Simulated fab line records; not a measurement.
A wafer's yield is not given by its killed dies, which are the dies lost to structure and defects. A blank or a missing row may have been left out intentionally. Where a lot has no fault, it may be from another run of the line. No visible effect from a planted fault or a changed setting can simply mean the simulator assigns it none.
A lot that was struck, set against a sound lot	flow nand_harc	13 out of 1302 route steps
Sound: these wafers, L841.1, L841.3, L841.6. Struck: wafer L860.1 (left out: L860.2, L860.5 of the same lot, which were not struck); the cause appears at the end.
For every step that has rows: the tool of each side, followed by ch and its chambers, followed by its first start. Under that, the readings that differ: sound wafers	struck wafers	difference of the means	sigmas: that difference in standard deviations of wafers without a fault.
alike: same words and numbers on both sides, and readings whose means sit less than 2 such deviations apart. not compared: any withheld reading, any reading some wafer has no value for, any bound like >300 that may hide the same value, and any number with overlapping values for which the record gives no deviation.
A row with sigmas, a row that says differs or no value, or rows on one side alone: a step with any of these is where the two part. Numbers that have no deviation but don't overlap get no sigmas and don't part them. A reading missing from all wafers of one side parts the sides only when that side holds two or more wafers.

first, 3 steps without rows for these wafers: NHARC_A_STAIRCASE_PEB_182 (peb time 130 s); NHARC_A_STAIRCASE_DEVELOP_183 (time 140 s); NHARC_A_STAIRCASE_HARDBAKE_185 (time 140 s).
NHARC_A_STAIRCASE_DESCUM_186: chemistry O2, time 3 s.
  sound on rie_diel-03 ch 0,3, day 16 13:24; struck on rie_diel-03 ch 1, day 24 23:10
reading	sound	struck	difference	sigmas
drypump_motor_current_A (A)	5.5 5.6 5.6	6.4	+0.8	+2
  alike: chamber_pressure_mTorr, oes_product_au, rf_vpp_V, showerhead_plenum_p_Torr, throttle_valve_pct
  not compared: rf_hours_counter_h
NHARC_A_STAIRCASE_TRIM_187: chemistry O2, time 211.2 s.
  sound on rie_diel-03 ch 0,1,3, day 16 13:32; struck on rie_diel-03 ch 0, day 24 23:16
  alike: chamber_pressure_mTorr, drypump_motor_current_A, oes_product_au, rf_vpp_V, showerhead_plenum_p_Torr, throttle_valve_pct
  not compared: rf_hours_counter_h
NHARC_A_STAIRCASE_ETCH_188: etches the open film in C4F8/O2, target depth 100 nm, time 40.5 s.
  sound: rie_diel-03 ch 1,2; struck: rie_diel-03 ch 0
  alike: chamber_pressure_mTorr, oes_product_au, rf_vpp_V, run_length_s
  not compared: rf_hours_counter_h
then, 1 step without rows for these wafers: NHARC_A_STAIRCASE_TRIM_189 (chemistry O2, time 211.2 s).
NHARC_A_STAIRCASE_ETCH_190: etches the open film in C4F8/O2, target depth 100 nm, time 40.5 s.
  sound: rie_diel-03 ch 0,2,3; struck: rie_diel-03 ch 3
reading	sound	struck	difference	sigmas
oes_product_au (a.u.)	0.909 0.926 0.933	0.951	+0.028	+2
  alike: chamber_pressure_mTorr, rf_vpp_V, run_length_s
  not compared: rf_hours_counter_h
NHARC_A_STAIRCASE_TRIM_191: chemistry O2, time 211.2 s.
  sound: rie_diel-03 ch 2,3; struck: rie_diel-03 ch 3
  alike: chamber_pressure_mTorr, drypump_motor_current_A, oes_product_au, rf_vpp_V, showerhead_plenum_p_Torr, throttle_valve_pct
  not compared: rf_hours_counter_h
then, 2 steps without rows for these wafers: NHARC_A_STAIRCASE_ETCH_192 (etches the open film in C4F8/O2, target depth 100 nm, time 40.5 s); NHARC_A_STAIRCASE_TRIM_193 (chemistry O2, time 211.2 s).
NHARC_A_STAIRCASE_ETCH_194: etches the open film in C4F8/O2, target depth 100 nm, time 40.5 s.
  sound on rie_diel-03 ch 0,1,2, day 16 15:24; struck on rie_diel-03 ch 3, day 25 00:10
reading	sound	struck	difference	sigmas
run_length_s (s)	61.9 62.7 61.6	71.8	+9.7	+19
  alike: chamber_pressure_mTorr, oes_product_au, rf_vpp_V
  not compared: rf_hours_counter_h
-- jump in the record: it breaks off in module A_STAIRCASE and resumes in module END (first step shown: number 1302 of the route), and 8 days separate the struck wafers' starts before and after --
NHARC_END_SORT_01:
  sound on prober-02 ch 0, day 25 04:43; struck on prober-02 ch 0, day 33 11:29
reading	sound	struck	difference	sigmas
killed_at_array	60 73 58	178	+114	+7
killed_at_other	0 0 0	4	+4	+4
killed_at_periphery	4 2 3	10	+7	+3
killed_dies	64 75 61	192	+125	+8
  alike: killed_open, killed_short

WHERE THEY PART
First at NHARC_A_STAIRCASE_DESCUM_186; last, within this record, at NHARC_END_SORT_01.

WHY: what the simulator had put in
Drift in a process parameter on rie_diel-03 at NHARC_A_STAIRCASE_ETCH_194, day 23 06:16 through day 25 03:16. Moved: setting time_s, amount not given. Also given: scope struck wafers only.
